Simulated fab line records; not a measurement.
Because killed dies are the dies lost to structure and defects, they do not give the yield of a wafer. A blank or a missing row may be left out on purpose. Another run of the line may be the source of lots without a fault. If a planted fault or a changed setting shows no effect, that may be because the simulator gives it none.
Split-lot trial + flow n5 finfet + 39 wafers read from 7 lots, route of 1938 steps

== THE SPLIT ==
At N5_MOL_CONTACT_COAG_ALD_131 (deposits SiO2, target thk 5 nm, pulse time 1 s, co reactant pulse time 1 s), the setting ald cycles was moved away from the recipe's 35 on 9 of the 39 wafers read, by -11.4% to +11.4%. This setting was run at the recipe's value on the other wafers.

Reading taken at the split's own step.

== THE READING ==
SiO2_of_MOL_CONTACT_COAG_ALD_131.thk nm (the simulator's own value, which no gauge read), in nm, at N5_MOL_CONTACT_COAG_ALD_131 (deposits SiO2, target thk 5 nm, pulse time 1 s, co reactant pulse time 1 s). The file gives no usual value for it.

| wafer  | tool, chamber at the split | ald cycles as run | against the recipe | SiO2_of_MOL_CONTACT_COAG_ALD_131.thk nm, nm | against lot-mates on the recipe |
|--------|----------------------------|-------------------|--------------------|---------------------------------------------|---------------------------------|
| L078.1 | ald sin-01, 0,3,1,2,1,0    | 35                | recipe             | 5                                           | -                               |
| L078.2 | ald sin-01, 0,3,1,2,1,0    | 35                | recipe             | 5                                           | -                               |
| L078.3 | ald sin-01, 0,3,1,2,1,0    | 35                | recipe             | 5                                           | -                               |
| L078.4 | ald sin-01, 0,3,1,2,1,0    | 35                | recipe             | 5                                           | -                               |
| L078.5 | ald sin-01, 0,3,1,2,1,0    | 35                | recipe             | 5                                           | -                               |
| L078.6 | ald sin-01, 0,3,1,2,1,0    | 35                | recipe             | 5                                           | -                               |
| L081.1 | ald sin-02, 0,3,1          | 39                | +11.4%             | 5.6                                         | +0.6                            |
| L081.2 | ald sin-02, 0,3,1          | 39                | +11.4%             | 5.6                                         | +0.6                            |
| L081.4 | ald sin-02, 0,3,1          | 39                | +11.4%             | 5.6                                         | +0.6                            |
| L081.3 | ald sin-02, 2,3,2          | 35                | recipe             | 5                                           | -                               |
| L081.5 | ald sin-02, 2,3,2          | 35                | recipe             | 5                                           | -                               |
| L081.6 | ald sin-02, 2,3,2          | 35                | recipe             | 5                                           | -                               |
| L083.1 | ald sin-02, 0,2,3,1,3,0    | 35                | recipe             | 5                                           | -                               |
| L083.2 | ald sin-02, 0,2,3,1,3,0    | 35                | recipe             | 5                                           | -                               |
| L083.3 | ald sin-02, 0,2,3,1,3,0    | 35                | recipe             | 5                                           | -                               |
| L083.4 | ald sin-02, 0,2,3,1,3,0    | 35                | recipe             | 5                                           | -                               |
| L083.5 | ald sin-02, 0,2,3,1,3,0    | 35                | recipe             | 5                                           | -                               |
| L083.6 | ald sin-02, 0,2,3,1,3,0    | 35                | recipe             | 5                                           | -                               |
| L084.1 | ald sin-03, 1              | 37                | +5.7%              | 5.4                                         | +0.4                            |
| L084.2 | ald sin-03, 3              | 37                | +5.7%              | 5.2                                         | +0.2                            |
| L084.5 | ald sin-03, 3              | 37                | +5.7%              | 5.2                                         | +0.2                            |
| L084.3 | ald sin-03, 2,0,2          | 35                | recipe             | 5                                           | -                               |
| L084.4 | ald sin-03, 2,0,2          | 35                | recipe             | 5                                           | -                               |
| L084.6 | ald sin-03, 2,0,2          | 35                | recipe             | 5                                           | -                               |
| L086.2 | ald sin-03, 2,0,0          | 35                | recipe             | 5                                           | -                               |
| L086.3 | ald sin-03, 2,0,0          | 35                | recipe             | 5                                           | -                               |
| L086.5 | ald sin-03, 2,0,0          | 35                | recipe             | 5                                           | -                               |
| L093.1 | ald sin-01, 1,1,0          | 35                | recipe             | 5                                           | -                               |
| L093.5 | ald sin-01, 1,1,0          | 35                | recipe             | 5                                           | -                               |
| L093.6 | ald sin-01, 1,1,0          | 35                | recipe             | 5                                           | -                               |
| L093.2 | ald sin-01, 0,2,3          | 31                | -11.4%             | 4.4                                         | -0.6                            |
| L093.3 | ald sin-01, 0,2,3          | 31                | -11.4%             | 4.4                                         | -0.6                            |
| L093.4 | ald sin-01, 0,2,3          | 31                | -11.4%             | 4.4                                         | -0.6                            |
| L095.1 | ald sin-03, 3,1,2,0,1,2    | 35                | recipe             | 5                                           | -                               |
| L095.2 | ald sin-03, 3,1,2,0,1,2    | 35                | recipe             | 5                                           | -                               |
| L095.3 | ald sin-03, 3,1,2,0,1,2    | 35                | recipe             | 5                                           | -                               |
| L095.4 | ald sin-03, 3,1,2,0,1,2    | 35                | recipe             | 5                                           | -                               |
| L095.5 | ald sin-03, 3,1,2,0,1,2    | 35                | recipe             | 5                                           | -                               |
| L095.6 | ald sin-03, 3,1,2,0,1,2    | 35                | recipe             | 5                                           | -                               |
When a row names more than one chamber, that row covers several wafers, and the file does not tell which wafer ran in which chamber.

FIT RESULTS
A straight line over all 39 wafers: SiO2_of_MOL_CONTACT_COAG_ALD_131.thk nm changes by +0.0519 nm for each +1% of ald cycles; r = +0.99; the points scatter about the line by 0.028 nm.
The same after taking each lot's own level away (the mean of its wafers on the recipe; 39 wafers): +0.0519 nm for each +1%; r = +0.99; scatter 0.028 nm.
On that fit, the largest move of ald cycles shifts the reading by 0.59 nm.
The lots' own levels span 5.00 to 5.00 nm.
Hence the lot-to-lot level has little effect on the slope; both slopes agree.
Check: with one of the wafers moved furthest among these (+11.4%) left out of the fit, the line predicts +0.589 nm for it against its lot-mates. Against them it came out at +0.6 nm.

== OTHER SPLITS ON THESE WAFERS ==
Before the reading, these wafers also passed through other splits. Each is held against what the fit with the lots' levels taken away leaves over:
| other split on the same wafers          | wafers away from the commonest value | r with SiO2_of_MOL_CONTACT_COAG_ALD_131.thk nm (lot level and that fit taken away) |
|-----------------------------------------|--------------------------------------|------------------------------------------------------------------------------------|
| N5_ZERO_LAYER_PECVD_02 target thk a     | 15                                   | -0.16                                                                              |
| N5_FIN_CUT_EXPOSE_05 dose mj            | 18                                   | +0.09                                                                              |
| N5_DUMMY_GATE_ETCH_37 source w          | 9                                    | +0.19                                                                              |
| N5_HKMG_FIN_ETCH_35 bias w              | 12                                   | -0.14                                                                              |
| N5_MOL_CONTACT_COAG_SPUTTER_130 power w | 9                                    | +0.00                                                                              |
| N5_MOL_CONTACT_COAG_ALD_27 time s       | 18                                   | +0.23                                                                              |

== THE FILE'S OWN FIT ==
SiO2_of_MOL_CONTACT_COAG_ALD_131.thk nm changes by +0.0519 nm for each +1% of ald cycles, r = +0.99.
